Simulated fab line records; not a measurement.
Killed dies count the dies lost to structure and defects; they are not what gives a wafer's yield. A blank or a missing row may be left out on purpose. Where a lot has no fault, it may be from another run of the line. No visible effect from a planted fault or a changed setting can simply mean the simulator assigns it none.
Chamber matching :: flow n5 finfet :: N5_MOL_CONTACT_COAG_ALD_133 on ald sin-02 has 4 sister chambers
The step deposits SiO2, target thk 5 nm, pulse time 1 s, co reactant pulse time 1 s. 4 wafers are shown with their chamber, then 11 later ones without.

== WAFERS, EACH WITH ITS CHAMBER ==
wafer: L088.6
chamber: 2
heater power w (W): 90

wafer: L090.2
chamber: 3
heater power w (W): 75

wafer: L090.6
chamber: 1
heater power w (W): 74

wafer: L091.1
chamber: 0
heater power w (W): 86

== WAFERS MISSING THEIR CHAMBER ==
wafer: L091.2
heater power w (W): 75

wafer: L091.4
heater power w (W): 76

wafer: L094.2
heater power w (W): 76

wafer: L094.3
heater power w (W): 74

wafer: L094.5
heater power w (W): 76

wafer: L096.2
heater power w (W): 80

wafer: L096.3
heater power w (W): 92

wafer: L096.6
heater power w (W): 73

wafer: L097.1
heater power w (W): 91

wafer: L097.3
heater power w (W): 75

wafer: L097.4
heater power w (W): 76

== THE CHAMBER EACH PASSED THROUGH ==
wafer: L091.2
from the rows above: can't be placed: 3 or 1
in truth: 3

wafer: L091.4
from the rows above: can't be placed: 3 or 1
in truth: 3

wafer: L094.2
from the rows above: can't be placed: 3 or 1
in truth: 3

wafer: L094.3
from the rows above: can't be placed: 1 or 3
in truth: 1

wafer: L094.5
from the rows above: can't be placed: 3 or 1
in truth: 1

wafer: L096.2
from the rows above: can't be placed: 3 or 0 or 1
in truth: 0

wafer: L096.3
from the rows above: 2
in truth: 2

wafer: L096.6
from the rows above: can't be placed: 1 or 3
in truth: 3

wafer: L097.1
from the rows above: 2
in truth: 2

wafer: L097.3
from the rows above: can't be placed: 3 or 1
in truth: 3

wafer: L097.4
from the rows above: can't be placed: 3 or 1
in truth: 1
Correct placement for 2 of the 11. These rows do not allow placing 9 (true chamber among the candidates in 9). Placed wrongly: 0.
How it was worked out, from the rows above alone: a wafer's distance from a chamber is the root of the sum, over the readings, of the square of ((its reading less the chamber's mean) divided by the reading's scatter). The wafer belongs to the nearest chamber; if the next one is less than 2 further off, it can't be placed. Each chamber's mean is taken over the wafers shown for it. The scatter: with one shown wafer a chamber, the root of the mean of the squares of how far each hidden wafer lies from its nearest shown one.
